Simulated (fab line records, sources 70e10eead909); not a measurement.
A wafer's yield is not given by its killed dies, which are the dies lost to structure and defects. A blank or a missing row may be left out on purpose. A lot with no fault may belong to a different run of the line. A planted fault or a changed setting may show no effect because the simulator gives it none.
A lot that was struck, set against a sound lot + flow nand-harc + 42 steps out of a route of 1159
Sound: these wafers, L556.4, L556.5, L556.6. Struck: wafer L573.5 (left out: L573.2, a lot-mate that was not struck); the cause follows at the end.
Each step with rows lists, per side, the tool, then ch with its chambers, then its first start. Under that, the readings that differ: sound wafers + struck wafers + difference of the means + sigmas: that difference in standard deviations of wafers without a fault.
alike: words and numbers the same on both sides, and readings whose means are apart by under 2 such deviations; not compared: readings that were withheld, readings missing a value for some wafer, numbers with overlapping values and no deviation given by the record, and bounds like >300 which may hide the same value.
Wherever a step has rows on one side only, a row that says differs or no value, or a row with sigmas, the two part there. When numbers do not overlap yet have no deviation, they are printed without sigmas and do not part them. Lack of a reading on every wafer of one side parts them only where that side has two or more wafers.

NHARC_P_GATE_STRIP_101: strips in O2, time 20 s.
  sound on rie-diel-03 ch 0,2,3, day 5 05:14; struck on rie-diel-11 ch 2, day 9 12:23
| reading                         | sound          | struck | difference | sigmas |
|---------------------------------|----------------|--------|------------|--------|
| showerhead-plenum-p-Torr (Torr) | 3.70 3.52 3.74 | 3.35   | -0.30      | -3     |
  alike: drypump-motor-current-A, oes-product-au, rf-vpp-V, throttle-valve-pct
  not compared: rf-hours-counter-h
then, 11 steps without rows for these wafers: NHARC_P_GATE_PRECLEAN_97 (cleans in SPM, time 600 s); NHARC_P_GATE_SRD_98; NHARC_P_GATE_PRECLEAN_99 (cleans in SC1); NHARC_P_GATE_SRD_100; NHARC_P_GATE_DEHYDRATE_38 (time 120 s); NHARC_P_GATE_HMDS_39 (time 30 s); NHARC_P_GATE_COAT_40; NHARC_P_GATE_SOFTBAKE_41 (time 95 s); NHARC_P_GATE_EBR_42; NHARC_P_GATE_EXPOSE_43 (exposes mask P NSD, target cd 720 nm); NHARC_P_GATE_PEB_44 (peb time 85 s).
NHARC_P_GATE_DEVELOP_45: time 70 s.
  sound on litho-track-02 ch 0, day 5 05:00; struck on litho-track-02 ch 0, day 9 13:00
then, 1 step without rows for these wafers: NHARC_P_GATE_HARDBAKE_47 (time 80 s).
NHARC_P_GATE_DESCUM_48: chemistry O2, time 3 s.
  sound on rie-diel-03 ch 1,2, day 5 06:13; struck on rie-diel-03 ch 3, day 9 13:29
| reading                     | sound             | struck | difference | sigmas |
|-----------------------------|-------------------|--------|------------|--------|
| drypump-motor-current-A (A) | 5.6 4.9 5.6       | 6.8    | +1.4       | +3     |
| model.P_GATE.cd-nm (nm)     | 719.1 720.9 719.1 | 118.2  | -601.5     |        |
  alike: oes-product-au, rf-vpp-V, showerhead-plenum-p-Torr, throttle-valve-pct
  not compared: rf-hours-counter-h
following that, these wafers have no rows for 1 step: NHARC_P_GATE_IMPLANT_49.
NHARC_P_GATE_STRIP_111: strips in N2/H2, time 250 s.
  sound on plasma-asher-02 ch 0,1, day 5 07:07; struck on plasma-asher-02 ch 0, day 9 13:54
  alike: drypump-motor-current-A, heater-power-w
  not compared: rf-hours-counter-h
NHARC_P_GATE_STRIP_75: strips in O2.
  sound on plasma-asher-02 ch 0,1, day 5 07:21; struck on plasma-asher-02 ch 0, day 9 14:10
  alike: drypump-motor-current-A, heater-power-w
  not compared: rf-hours-counter-h
then, 12 steps without rows for these wafers: NHARC_P_GATE_STRIP_50 (strips in SPM, time 900 s); NHARC_P_GATE_DEHYDRATE_51 (time 120 s); NHARC_P_GATE_HMDS_52 (time 30 s); NHARC_P_GATE_COAT_53; NHARC_P_GATE_SOFTBAKE_54 (time 95 s); NHARC_P_GATE_EBR_55; NHARC_P_GATE_EXPOSE_56 (exposes mask P PSD, target cd 720 nm); NHARC_P_GATE_PEB_57 (peb time 85 s); NHARC_P_GATE_DEVELOP_58 (time 70 s); NHARC_P_GATE_HARDBAKE_60 (time 80 s); NHARC_P_GATE_DESCUM_61 (chemistry O2, time 3 s); NHARC_P_GATE_IMPLANT_62.
NHARC_P_GATE_STRIP_112: strips in N2/H2, time 200 s.
  sound on plasma-asher-02 ch 0,1, day 5 08:55; struck on plasma-asher-02 ch 0, day 9 15:31
  alike: drypump-motor-current-A, heater-power-w
  not compared: rf-hours-counter-h
NHARC_P_GATE_STRIP_76: strips in O2.
  sound on plasma-asher-02 ch 0,1, day 5 09:05; struck on plasma-asher-02 ch 0, day 9 15:45
  alike: drypump-motor-current-A, heater-power-w
  not compared: rf-hours-counter-h
then, 8 steps without rows for these wafers: NHARC_P_GATE_STRIP_63 (strips in SPM, time 900 s); NHARC_P_GATE_DEHYDRATE_83 (time 120 s); NHARC_P_GATE_HMDS_84 (time 30 s); NHARC_P_GATE_COAT_85; NHARC_P_GATE_SOFTBAKE_86 (time 95 s); NHARC_P_GATE_EBR_87; NHARC_P_GATE_EXPOSE_88 (exposes mask P HVN, target cd 2000 nm); NHARC_P_GATE_PEB_89 (peb time 85 s).
NHARC_P_GATE_DESCUM_93: chemistry O2, time 3 s.
  sound on rie-diel-02 ch 0,1,3, day 5 10:10; struck on rie-diel-03 ch 3, day 9 16:45
| reading                     | sound          | struck | difference | sigmas |
|-----------------------------|----------------|--------|------------|--------|
| drypump-motor-current-A (A) | 4.7 5.3 5.7    | 6.8    | +1.6       | +3     |
| rf-vpp-V (V)                | 58.5 59.3 58.5 | 57.0   | -1.8       | -2     |
| model.P_GATE.cd-nm (nm)     | 1998 2000 2001 | 118.2  | -1881.5    |        |
  alike: oes-product-au, showerhead-plenum-p-Torr, throttle-valve-pct
  not compared: rf-hours-counter-h
-- the record jumps here: 15 days lie between the struck wafers' starts before and after (it left off in module P_GATE and takes up again in module END, whose first step shown is number 1159 of the route) --
NHARC_END_SORT_01:
  at this point the record logs the struck wafers (prober-01 ch 0, day 24 09:05) and has no rows for the sound ones

## WHERE THEY PART
Earliest at NHARC_P_GATE_STRIP_101; latest, in this record, at NHARC_END_SORT_01.

WHY: whatever the simulator had introduced
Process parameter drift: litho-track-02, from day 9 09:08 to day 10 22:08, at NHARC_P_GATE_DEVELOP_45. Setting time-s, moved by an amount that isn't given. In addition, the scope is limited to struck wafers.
